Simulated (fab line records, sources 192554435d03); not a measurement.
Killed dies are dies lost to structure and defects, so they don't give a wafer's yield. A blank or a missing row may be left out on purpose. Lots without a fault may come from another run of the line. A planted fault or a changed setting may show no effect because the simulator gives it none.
fab line records | flow n5_finfet
record lots=4 wafers=12 last_day=17
route steps=1938 shown BEOL_M0_SAQP@652 BEOL_M4@1111 PASSIVATION@1936
lots that met no fault: from a run of the same line without faults
start_h: hours from the record's first day to the start of the lot's first wafer shown | wait_h: hours since the lot's step before | " the same as in the row above | L1.1+2: a row that stands for several wafers | - no value, or no start given | * or withheld: withheld | < > ~ a bound
route shown NAME@n: a module of which the file shows steps, and the number in the route of the first | usual: mean/standard deviation of fault-free wafers | same: alike in all rows | chamber/n: place in a boat | sites: the reading at each site | _std_site: their standard deviation | _edge_site: outer sites' mean less inner sites' | radius_mm: how far each site lies from the wafer's centre | mask NAME#n: copy n | behind: the tool/chamber that last shaped the wafer | hold: why the lot was held/for how many hours/how that ended | device: the transistor (n, p or np) that didn't switch | end of line: the same wafers' tests at the end of the route | a step without rows: its recipe alone | killed: dies lost to structure and defects at the first sort, not the wafer's yield | map: a wafer's dies, x killed, . not, _ none there
set.NAME: the setting as run; set.NAME@STEP: as run at that earlier step | model.NAME: the simulator's own value behind a step, which no gauge read
lots at some steps of the route; a table a step, a row a wafer
services: from which hour (start_h, from the record's first day; less than 0 if before it) a tool's chamber was out of use, for how many hours, and why
## steps
# step N5_BEOL_M0_SAQP_DESCUM_19
# recipe chemistry=O2 time_s=7.9 source_power_w=50 bias_power_w=20 pressure_mtorr=20 rf_frequency_hz=2.712e+07 temp_c=40 resist=CAR-ArF o2_flow_sccm=225
# step N5_BEOL_M0_SAQP_ETCH_83
# recipe chemistry=CF4 target=SiARC target_depth_a=390 mask_material=CAR-ArF time_s=65 ion_energy_ev=80 pressure_mtorr=40 source_w=545 bias_w=36 Ar_flow_sccm=100 cf4_flow_sccm=100 ends=cleared
# step N5_BEOL_M0_SAQP_ETCH_84
# recipe chemistry=N2/H2 target=SOC target_depth_a=1000 overetch_a=200 mask_material=SiARC temp_c=40 time_s=150 ion_energy_ev=200 pressure_mtorr=30 source_w=840 bias_w=150 n2_flow_sccm=200 h2_flow_sccm=200
# step N5_BEOL_M0_SAQP_STRIP_80
# recipe chemistry=N2/H2 temp_c=40 n2_flow_sccm=200 h2_flow_sccm=200 rf_frequency_hz=6e+07
# step N5_BEOL_M0_SAQP_HM_OPEN_112
# recipe chemistry=CHF3/O2 target=SiO2 stop_on=a-Si target_depth_a=120 over_etch_frac=1.25 mask_material=SOC time_s=13.5 pressure_mtorr=30 source_w=650 bias_w=170 Ar_flow_sccm=200 CHF3_flow_sccm=50 O2_flow_sccm=5 ion_energy_ev=200 ends=end_point
# step N5_BEOL_M0_SAQP_STRIP_113
# recipe chemistry=CHF3/O2 resist=SiARC rf_frequency_hz=6e+07
# step N5_BEOL_M0_SAQP_MANDREL_ETCH_20
# recipe target_depth_a=600 chemistry=HBr/Cl2 target=a-Si stop_on=SiNx bt_time_s=10 mask_material=SOC over_etch_frac=0.5 time_s=30 pressure_mtorr=10 icp_w=800 bias_w=75 HBr_flow_sccm=150 Cl2_flow_sccm=80 ends=end_point
# step N5_BEOL_M0_SAQP_STRIP_86
# recipe chemistry=N2/H2 power_w=500 temp_c=40 pressure_mtorr=50 rf_frequency_hz=6e+07 overash_fraction=0.3 bias_power_w=28 h2_frac=0.5 n2_flow_sccm=300 h2_flow_sccm=300
# step N5_BEOL_M0_SAQP_STRIP_115
# recipe chemistry=post_etch_residue_remover time_s=60 temp_c=25 remover_ph=withheld remover_water_wt_pct=withheld remover_fluoride_wt_pct=withheld
# step N5_BEOL_M0_SAQP_SRD_93
# recipe dry=ipa_marangoni time_s=30 temp_c=23 rinse_liquid=diw
# step N5_BEOL_M0_SAQP_RECESS_114
# recipe chemistry=HF/NH3 target=SiO2 target_depth_a=144 afs_cycles=3 temp_c=30 sublimation_temp_c=180 sublimation_time_s=60
# step N5_BEOL_M0_SAQP_SPACER1_ALD_98
# recipe material=SiO2 target_thk_a=128 temp_c=300 ald_precursor_family=BDEAS ald_co_reactant=O2-plasma pulse_time_s=1 purge_time_s=2 co_reactant_purge_time_s=2 ald_cycles=138 pressure_torr=2
# usual ald_cycles=138/0 chamber_pressure_Torr=2.000/0.0044 heater_power_w=480/57 precursor_pulse_height_rel=0.999/0.018
# columns lot.wafer tool chamber start_h wait_h ald_cycles chamber_pressure_Torr heater_power_w precursor_pulse_height_rel model.SiO2_of_BEOL_M0_SAQP_SPACER1_ALD_98.thk_nm
L501.2 ald_sin-03 1 185.81 1.2 138 2.003 562 0.978 12.8
L501.5 " 3 " " 138 1.999 502 0.991 12.8
L501.6 " 0 " " 138 1.998 517 1.013 12.8
L505.2 ald_sin-03 3 208.33 0.3 252 1.993 504 0.998 23.4
L505.3 " 2 " " 138 1.990 484 1.008 12.8
L505.4 " 0 " " 252 1.998 516 1.021 23.4
L508.1 ald_sin-03 0 225.17 0.3 252 2.000 508 0.983 23.2
L508.2 " 1 " " 252 1.995 538 0.999 23.4
L508.4 " 3 " " 252 2.010 501 0.989 23.4
L512.3 ald_sin-02 2 249.90 0.9 138 2.001 436 1.001 12.8
L512.4 " 1 " " 138 2.002 506 1.017 12.8
L512.5 " 1 " " 138 2.004 504 1.014 12.8
# step N5_BEOL_M0_SAQP_SPACER1_ETCHBACK_99
# recipe chemistry=CHF3/O2 mode=anisotropic_etchback target=SiO2 target_depth_a=154 time_s=7.7 pressure_mtorr=30 source_w=650 bias_w=170 Ar_flow_sccm=200 CHF3_flow_sccm=50 O2_flow_sccm=5 ion_energy_ev=200
# step N5_BEOL_M0_SAQP_MANDREL1_REMOVE_100
# recipe chemistry=HBr/Cl2/O2 bt_time_s=10 target=a-Si stop_on=SiNx endpoint=OES-SiCl over_etch_frac=0.85 icp_w=600 bias_w=30 HBr_flow_sccm=150 Cl2_flow_sccm=80 O2_flow_sccm=5 pressure_mtorr=10
# usual drypump_motor_current_A=5.8/0.56 oes_product_au=0.994/0.011 throttle_valve_pct=36.7/0.34
# same bt_time_s=10 over_etch_frac=0.85
# columns lot.wafer tool chamber start_h wait_h drypump_motor_current_A oes_product_au rf_hours_counter_h throttle_valve_pct model.SiO2_of_BEOL_M0_SAQP_SPACER1_ALD_98.thk_nm model.BEOL_M0_SAQP.cd_nm
L501.2 rie_si-06 1 186.37 0.1 6.7 1.001 24 36.8 7.6 13
L501.5 " 1 " " 6.6 1.001 - 36.9 7.4 12.8
L501.6 " 2 " " 6.2 1.004 - 36.6 7.4 13
L505.2 rie_si-04 3 208.89 0.1 4.9 0.985 55 37.1 18 23.4
L505.3 " 1 " " 5.1 1.023 0 36.0 7.4 12.6
L505.4 " 0 " " 5.6 0.996 126 36.8 18 23.4
L508.1 rie_si-01 3 225.73 0.1 5.7 0.993 31 36.9 17.8 23.2
L508.2 " 2 " " 6.0 1.000 57 36.9 18 23.6
L508.4 " 1 " " 5.5 1.002 2 35.8 18 23.2
L512.3 rie_si-06 2 250.46 0.1 6.2 0.992 13 36.6 7.4 12.8
L512.4 " 0 " " 6.2 0.983 86 36.7 7.4 12.8
L512.5 " 0 " " 6.3 0.983 - 36.8 7.4 13
# step N5_BEOL_M0_SAQP_CD_MEAS_25
# recipe target_cd_nm=13.1 landing_energy_ev=1000 detector=se_inlens
# usual cd_nm=12.83/0.21
# columns lot.wafer tool chamber start_h wait_h cd_nm
L501.2 cd_sem-02 0 186.48 0.1 12.87
L501.5 " 0 " " 12.73
L501.6 " 0 " " 13.03
L505.2 cd_sem-03 0 209.00 0.1 23.38
L505.3 " 0 " " 12.51
L505.4 " 0 " " 23.24
L508.1 cd_sem-02 0 225.84 0.1 23.14
L508.2 " 0 " " 23.47
L508.4 " 0 " " 23.28
L512.3 cd_sem-03 0 250.57 0.1 12.96
L512.4 " 0 " " 12.66
L512.5 " 0 " " 13.10
# step N5_BEOL_M0_SAQP_ETCH_101
# recipe chemistry=CH3F/O2 target=SiNx mask_material=SiO2 target_depth_a=299 time_s=42.7 pressure_mtorr=30 source_w=395 bias_w=73 Ar_flow_sccm=150 CH3F_flow_sccm=30 O2_flow_sccm=20 ion_energy_ev=120
# step N5_BEOL_M0_SAQP_ETCH_102
# recipe chemistry=CF4 target=SiO2 target_depth_a=40 ion_energy_ev=350 time_s=4.4 pressure_mtorr=10 icp_w=800 bias_w=400 cf4_flow_sccm=80
# step N5_BEOL_M0_SAQP_MANDREL_ETCH_103
# recipe chemistry=HBr/Cl2 target=a-Si target_depth_a=450 bt_time_s=10 stop_on=SiCN mask_material=SiO2 over_etch_frac=0.8 time_s=27 pressure_mtorr=10 icp_w=800 bias_w=75 HBr_flow_sccm=150 Cl2_flow_sccm=80 ends=end_point
# step N5_BEOL_M0_SAQP_RECESS_104
# recipe chemistry=HF/NH3 target=SiO2 target_depth_a=180 afs_cycles=3 temp_c=30 sublimation_temp_c=180 sublimation_time_s=60
# step N5_BEOL_M0_SAQP_COAT_105
# recipe resist=SOC temp_c=250 time_s=60 spin_rpm=1500 resist_thk_nm=100
# step N5_BEOL_M0_SAQP_ETCH_106
# recipe chemistry=N2/H2 target=SOC target_depth_a=1500 stop_on=SiNx ion_energy_ev=100 bias_w=61 pressure_mtorr=30 source_w=850 n2_flow_sccm=200 h2_flow_sccm=200
# step N5_BEOL_M0_SAQP_ETCH_107
# recipe chemistry=CH3F/O2 target=SiNx target_depth_a=300 mask_material=SOC pressure_mtorr=30 source_w=395 bias_w=73 Ar_flow_sccm=150 CH3F_flow_sccm=30 O2_flow_sccm=20 ion_energy_ev=120
# step N5_BEOL_M0_SAQP_STRIP_108
# recipe chemistry=N2/H2 power_w=500 temp_c=40 pressure_mtorr=50 rf_frequency_hz=6e+07 overash_fraction=0.3 bias_power_w=28 h2_frac=0.5 n2_flow_sccm=300 h2_flow_sccm=300
# step N5_BEOL_M0_SAQP_RECESS_109
# recipe chemistry=HF/NH3 target=SiO2 target_depth_a=30 afs_cycles=1 temp_c=30 sublimation_temp_c=180 sublimation_time_s=60
# step N5_BEOL_M0_SAQP_SPACER2_ALD_26
# recipe material=SiO2 target_thk_a=150 temp_c=300 ald_precursor_family=BDEAS ald_co_reactant=O2-plasma pulse_time_s=1 purge_time_s=2 co_reactant_purge_time_s=2 pressure_torr=2
# step N5_BEOL_M0_SAQP_SPACER2_ETCHBACK_27
# recipe chemistry=CHF3/O2 mode=anisotropic_etchback target=SiO2 target_depth_a=225 time_s=11.25 pressure_mtorr=30 source_w=650 bias_w=170 Ar_flow_sccm=200 CHF3_flow_sccm=50 O2_flow_sccm=5 ion_energy_ev=200
# step N5_BEOL_M0_SAQP_MANDREL2_REMOVE_110
# recipe chemistry=HBr/Cl2/O2 bt_time_s=10 target=a-Si stop_on=SiCN endpoint=OES-SiCl over_etch_frac=1 icp_w=600 bias_w=30 HBr_flow_sccm=150 Cl2_flow_sccm=80 O2_flow_sccm=5 pressure_mtorr=10
# step N5_BEOL_M0_SAQP_COAT_69
# recipe resist=SOC temp_c=250 time_s=60 spin_rpm=1500 resist_thk_nm=90
# step N5_BEOL_M0_SAQP_COAT_72
# recipe resist=SiARC temp_c=220 time_s=60 spin_rpm=1500 resist_thk_nm=15
# step N5_BEOL_M0_SAQP_COAT_87
# recipe resist=underlayer temp_c=205 time_s=60 spin_rpm=1500 resist_thk_nm=5
# step N5_BEOL_M0_SAQP_COAT_34
# recipe resist=CAR-EUV spin_rpm=1500 resist_thk_nm=30
# step N5_BEOL_M0_SAQP_EBR_36
# recipe solvent=PGMEA ebr_width_mm=1.5
# step N5_BEOL_M0_SAQP_SOFTBAKE_35
# recipe temp_c=110 time_s=60 resist=CAR-EUV
# step N5_BEOL_M0_SAQP_EXPOSE_37
# recipe mask_id=M0_CUT1 na=0.33 source_shape=annular sigma_inner=0.35 sigma_outer=0.8 polarization=unpolarized target_cd_nm=30 dose_mj=44.75
# step N5_BEOL_M0_SAQP_PEB_38
# recipe peb_temp_c=100 peb_time_s=60 resist=CAR-EUV
# step N5_BEOL_M0_SAQP_DEVELOP_39
# recipe develop_time_s=30 developer=TMAH resist=CAR-EUV rinse_liquid=surfactant_rinse dry=air_spin dev_temp_c=23
# step N5_BEOL_M0_SAQP_DESCUM_45
# recipe chemistry=O2 time_s=7 source_power_w=50 bias_power_w=20 pressure_mtorr=20 rf_frequency_hz=2.712e+07 temp_c=40 resist=CAR-EUV o2_flow_sccm=225
# step N5_BEOL_M4_RC_MEAS_101
# usual DIBL_N=35.8/1.6 DIBL_P=36.0/2.1 IOFF_N=0.153/0.026 IOFF_P=0.21/0.037 ION_N=673/11 ION_P=462/7.6 SS_N=71.4/0.53 SS_P=73.2/0.67 VT_N=250/3.2 VT_P=-250/3.7
# columns lot.wafer tool chamber start_h wait_h DIBL_N[mV/V] DIBL_P[mV/V] IOFF_N[nA/um] IOFF_P[nA/um] ION_N[uA/um] ION_P[uA/um] SS_N[mV/dec] SS_P[mV/dec] VT_N[mV] VT_P[mV]
L501.2 prober-02 0 240.85 0.2 34.3 34.2 0.139 0.19 684 462 71.4 72.5 250 -249
L501.5 " 0 " " 35.3 34.1 0.137 0.19 665 462 70.9 72.5 252 -251
L501.6 " 0 " " 35.5 36.5 0.165 0.24 690 473 71.1 73.1 246 -246
L505.3 prober-02 0 269.59 0.3 37.1 35.6 0.150 0.21 667 461 71.5 73.4 250 -252
L512.3 prober-01 0 306.44 0.3 36.8 34.1 0.152 0.18 670 456 71.5 73.1 252 -255
L512.4 " 0 " " 36.2 35.0 0.149 0.20 674 455 71.8 73.4 251 -254
L512.5 " 0 " " 35.1 33.0 0.130 0.17 664 455 71.4 73.3 253 -254
# step N5_PASSIVATION_PROBE_49
# usual defect_limited_yield=91.3/1.5 killed_at_M0_to_M3=33/12 killed_at_M4_up=13/5.2 killed_at_contacts=13/6.7 killed_at_front_end=40/11 killed_at_other=4.1/2.7 killed_dies=103/17 killed_on_rim=14/4.2 killed_open=69/13 killed_short=33/8.4 sort_bin_5_function=5.1/1 sort_bin_6_memory=3.2/0.62 sort_n_pass=1077/17 sort_yield_pct=91.3/1.5
# same gross_dies=1180 killed_at_back_side=0 sort_bin_4_leakage[%]=0 sort_bin_8_speed[%]=0
# columns lot.wafer tool chamber start_h wait_h defect_limited_yield[%] killed_at_M0_to_M3 killed_at_M4_up killed_at_contacts killed_at_front_end killed_at_other killed_dies killed_on_rim killed_open killed_short sort_bin_5_function[%] sort_bin_6_memory[%] sort_n_pass sort_yield_pct[%]
L501.6 prober-01 - 344.25 0.3 91.7 29 14 12 39 4 98 11 75 23 5.8 2.4 1082 91.7
L505.2 prober-02 - 382.43 0.1 0 1111 13 7 45 4 1180 152 70 39 96.0 3.5 0 0
L505.3 prober-02 - 382.48 0.1 90.2 41 9 9 54 3 116 13 77 37 5.4 4.1 1064 90.2
L505.4 prober-02 - 382.53 0.2 0 1104 9 7 55 5 1180 152 92 45 95.6 4.3 0 0
L508.1 prober-01 - 395.00 0.0 0 1099 8 13 55 5 1180 152 61 42 96.6 2.5 0 0
L508.2 prober-01 - 395.05 0.1 0 1104 7 18 44 7 1180 152 61 39 95.8 3.6 0 0
L508.4 prober-01 - 395.15 0.2 0 1092 16 22 48 2 1180 152 87 32 95.8 3.6 0 0
# killed by level:class
L501.6 STI_FIN_REVEAL:geometric_particle:open=10 MOL_CONTACT_COAG:geometric_particle:open=9 FIN_SAQP:geometric_particle:open=7 BEOL_M2:geometric_particle:open=7 BEOL_M4:geometric_particle:open=7 GATE_CUT:geometric_particle:open=5 BEOL_M1:geometric_particle:open=5 BEOL_M3:geometric_particle:open=5
L505.2 BEOL_M0_SAQP:area_ald=1069 STI_FIN_REVEAL:geometric_particle:open=12 BEOL_M0_SAQP:geometric_particle:open=9 BEOL_M2:geometric_particle:open=8 BEOL_M3:geometric_particle:open=6 MOL_CONTACT_COAG:geometric_particle:short=5 BEOL_M0_SAQP:geometric_particle:short=5 STARTING-WAFER:geometric_particle:open=5
L505.3 FIN_SAQP:geometric_particle:short=12 FIN_SAQP:geometric_particle:open=11 BEOL_M3:geometric_particle:open=10 BEOL_M0:geometric_particle:open=7 STI_FIN_REVEAL:geometric_particle:open=7 MOL_CONTACT_COAG:geometric_particle:open=7 BEOL_M0_SAQP:geometric_particle:short=7 BEOL_M0_SAQP:geometric_particle:open=6
L505.4 BEOL_M0_SAQP:area_ald=1041 BEOL_M0_SAQP:geometric_particle:open=16 BEOL_M0_SAQP:geometric_particle:short=16 STI_FIN_REVEAL:geometric_particle:open=15 FIN_SAQP:geometric_particle:short=10 BEOL_M3:geometric_particle:open=9 BEOL_M1:geometric_particle:open=8 DUMMY_GATE:geometric_particle:open=8
L508.1 BEOL_M0_SAQP:area_ald=1075 FIN_SAQP:geometric_particle:open=12 MOL_CONTACT_COAG:geometric_particle:open=12 FIN_SAQP:geometric_particle:short=11 GATE_CUT:geometric_particle:short=10 DUMMY_GATE:geometric_particle:open=8 BEOL_M0:geometric_particle:open=5 BEOL_M1:geometric_particle:open=5
L508.2 BEOL_M0_SAQP:area_ald=1077 MOL_CONTACT_COAG:geometric_particle:open=12 FIN_SAQP:geometric_particle:open=6 STI_FIN_REVEAL:geometric_particle:open=6 DUMMY_GATE:geometric_particle:open=6 GATE_CUT:geometric_particle:short=5 MOL_CONTACT_COAG:geometric_particle:short=5 BEOL_M1:geometric_particle:short=5
L508.4 BEOL_M0_SAQP:area_ald=1059 MOL_CONTACT_COAG:geometric_particle:open=19 BEOL_M2:geometric_particle:open=11 ILD0:geometric_particle:open=7 BEOL_M1:geometric_particle:open=7 FIN_SAQP:geometric_particle:short=6 DUMMY_GATE:geometric_particle:open=6 ILD0:geometric_particle:short=6
# map L505.2 (x killed, . not)
_________________xxxxxxxxxxxx________________
______________xxxxxxxxxxxxxxxxxx_____________
___________xxxxxxxxxxxxxxxxxxxxxxxx__________
__________xxxxxxxxxxxxxxxxxxxxxxxxxx_________
________xxxxxxxxxxxxxxxxxxxxxxxxxxxxxx_______
_______xxxxxxxxxxxxxxxxxxxxxxxxxxxxxxxx______
______xxxxxxxxxxxxxxxxxxxxxxxxxxxxxxxxxx_____
_____xxxxxxxxxxxxxxxxxxxxxxxxxxxxxxxxxxxx____
____xxxxxxxxxxxxxxxxxxxxxxxxxxxxxxxxxxxxxx___
___xxxxxxxxxxxxxxxxxxxxxxxxxxxxxxxxxxxxxxxx__
___xxxxxxxxxxxxxxxxxxxxxxxxxxxxxxxxxxxxxxxx__
__xxxxxxxxxxxxxxxxxxxxxxxxxxxxxxxxxxxxxxxxxx_
__xxxxxxxxxxxxxxxxxxxxxxxxxxxxxxxxxxxxxxxxxx_
_xxxxxxxxxxxxxxxxxxxxxxxxxxxxxxxxxxxxxxxxxxxx
_xxxxxxxxxxxxxxxxxxxxxxxxxxxxxxxxxxxxxxxxxxxx
_xxxxxxxxxxxxxxxxxxxxxxxxxxxxxxxxxxxxxxxxxxxx
_xxxxxxxxxxxxxxxxxxxxxxxxxxxxxxxxxxxxxxxxxxxx
_xxxxxxxxxxxxxxxxxxxxxxxxxxxxxxxxxxxxxxxxxxxx
_xxxxxxxxxxxxxxxxxxxxxxxxxxxxxxxxxxxxxxxxxxxx
_xxxxxxxxxxxxxxxxxxxxxxxxxxxxxxxxxxxxxxxxxxxx
_xxxxxxxxxxxxxxxxxxxxxxxxxxxxxxxxxxxxxxxxxxxx
__xxxxxxxxxxxxxxxxxxxxxxxxxxxxxxxxxxxxxxxxxx_
__xxxxxxxxxxxxxxxxxxxxxxxxxxxxxxxxxxxxxxxxxx_
___xxxxxxxxxxxxxxxxxxxxxxxxxxxxxxxxxxxxxxxx__
___xxxxxxxxxxxxxxxxxxxxxxxxxxxxxxxxxxxxxxxx__
____xxxxxxxxxxxxxxxxxxxxxxxxxxxxxxxxxxxxxx___
_____xxxxxxxxxxxxxxxxxxxxxxxxxxxxxxxxxxxx____
______xxxxxxxxxxxxxxxxxxxxxxxxxxxxxxxxxx_____
_______xxxxxxxxxxxxxxxxxxxxxxxxxxxxxxxx______
________xxxxxxxxxxxxxxxxxxxxxxxxxxxxxx_______
__________xxxxxxxxxxxxxxxxxxxxxxxxxx_________
___________xxxxxxxxxxxxxxxxxxxxxxxx__________
______________xxxxxxxxxxxxxxxxxx_____________
_________________xxxxxxxxxxxx________________
# map L508.1 (x killed, . not)
_________________xxxxxxxxxxxx________________
______________xxxxxxxxxxxxxxxxxx_____________
___________xxxxxxxxxxxxxxxxxxxxxxxx__________
__________xxxxxxxxxxxxxxxxxxxxxxxxxx_________
________xxxxxxxxxxxxxxxxxxxxxxxxxxxxxx_______
_______xxxxxxxxxxxxxxxxxxxxxxxxxxxxxxxx______
______xxxxxxxxxxxxxxxxxxxxxxxxxxxxxxxxxx_____
_____xxxxxxxxxxxxxxxxxxxxxxxxxxxxxxxxxxxx____
____xxxxxxxxxxxxxxxxxxxxxxxxxxxxxxxxxxxxxx___
___xxxxxxxxxxxxxxxxxxxxxxxxxxxxxxxxxxxxxxxx__
___xxxxxxxxxxxxxxxxxxxxxxxxxxxxxxxxxxxxxxxx__
__xxxxxxxxxxxxxxxxxxxxxxxxxxxxxxxxxxxxxxxxxx_
__xxxxxxxxxxxxxxxxxxxxxxxxxxxxxxxxxxxxxxxxxx_
_xxxxxxxxxxxxxxxxxxxxxxxxxxxxxxxxxxxxxxxxxxxx
_xxxxxxxxxxxxxxxxxxxxxxxxxxxxxxxxxxxxxxxxxxxx
_xxxxxxxxxxxxxxxxxxxxxxxxxxxxxxxxxxxxxxxxxxxx
_xxxxxxxxxxxxxxxxxxxxxxxxxxxxxxxxxxxxxxxxxxxx
_xxxxxxxxxxxxxxxxxxxxxxxxxxxxxxxxxxxxxxxxxxxx
_xxxxxxxxxxxxxxxxxxxxxxxxxxxxxxxxxxxxxxxxxxxx
_xxxxxxxxxxxxxxxxxxxxxxxxxxxxxxxxxxxxxxxxxxxx
_xxxxxxxxxxxxxxxxxxxxxxxxxxxxxxxxxxxxxxxxxxxx
__xxxxxxxxxxxxxxxxxxxxxxxxxxxxxxxxxxxxxxxxxx_
__xxxxxxxxxxxxxxxxxxxxxxxxxxxxxxxxxxxxxxxxxx_
___xxxxxxxxxxxxxxxxxxxxxxxxxxxxxxxxxxxxxxxx__
___xxxxxxxxxxxxxxxxxxxxxxxxxxxxxxxxxxxxxxxx__
____xxxxxxxxxxxxxxxxxxxxxxxxxxxxxxxxxxxxxx___
_____xxxxxxxxxxxxxxxxxxxxxxxxxxxxxxxxxxxx____
______xxxxxxxxxxxxxxxxxxxxxxxxxxxxxxxxxx_____
_______xxxxxxxxxxxxxxxxxxxxxxxxxxxxxxxx______
________xxxxxxxxxxxxxxxxxxxxxxxxxxxxxx_______
__________xxxxxxxxxxxxxxxxxxxxxxxxxx_________
___________xxxxxxxxxxxxxxxxxxxxxxxx__________
______________xxxxxxxxxxxxxxxxxx_____________
_________________xxxxxxxxxxxx________________
## services
# columns tool chamber start_h hours kind
rie_si-04 - 165.98 2.8 pm
rie_si-06 3 174.94 22.7 repair
ald_sin-02 - 177.32 6.1 pm
ald_sin-02 3 216.87 14.5 repair
## key
first_sign step=N5_BEOL_M0_SAQP_SPACER1_ALD_98 reading=ald_cycles direction=up sigmas=99+ usual=* struck=*
effect step=N5_BEOL_M0_SAQP_CD_MEAS_25 reading=cd_nm direction=up sigmas=49 usual=12.83 struck=23.30
effect step=N5_PASSIVATION_PROBE_49 reading=killed_at_M0_to_M3 direction=up sigmas=93 usual=33 struck=1102
model_effect step=N5_BEOL_M0_SAQP_SPACER1_ALD_98 value=SiO2_of_BEOL_M0_SAQP_SPACER1_ALD_98.thk_nm without=12.76 struck=23.36
model_effect step=N5_BEOL_M0_SAQP_MANDREL1_REMOVE_100 value=SiO2_of_BEOL_M0_SAQP_SPACER1_ALD_98.thk_nm without=7.4 struck=17.96
more_kills_born_at N5_BEOL_M0_SAQP_SPACER1_ALD_98@ald_sin-03=5321
met_at N5_BEOL_M0_SAQP_SPACER1_ALD_98
struck_wafers L505.2,L505.4,L508.1,L508.2,L508.4
later_rows_left_out L505.2,L505.4,L508.1,L508.2,L508.4
onset_between 185.81 208.33
fault kind=process_parameter_drift tool=ald_sin-03 chamber=- onset_h=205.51 steps=N5_BEOL_M0_SAQP_SPACER1_ALD_98 channel=ald_cycles offset=* shape=step end_h=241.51 scope=struck_wafers_only acts_in=* stated=*
# later_rows_left_out: the simulator's readings of these wafers behind a module that went badly wrong aren't trusted and aren't shown, but for the sort
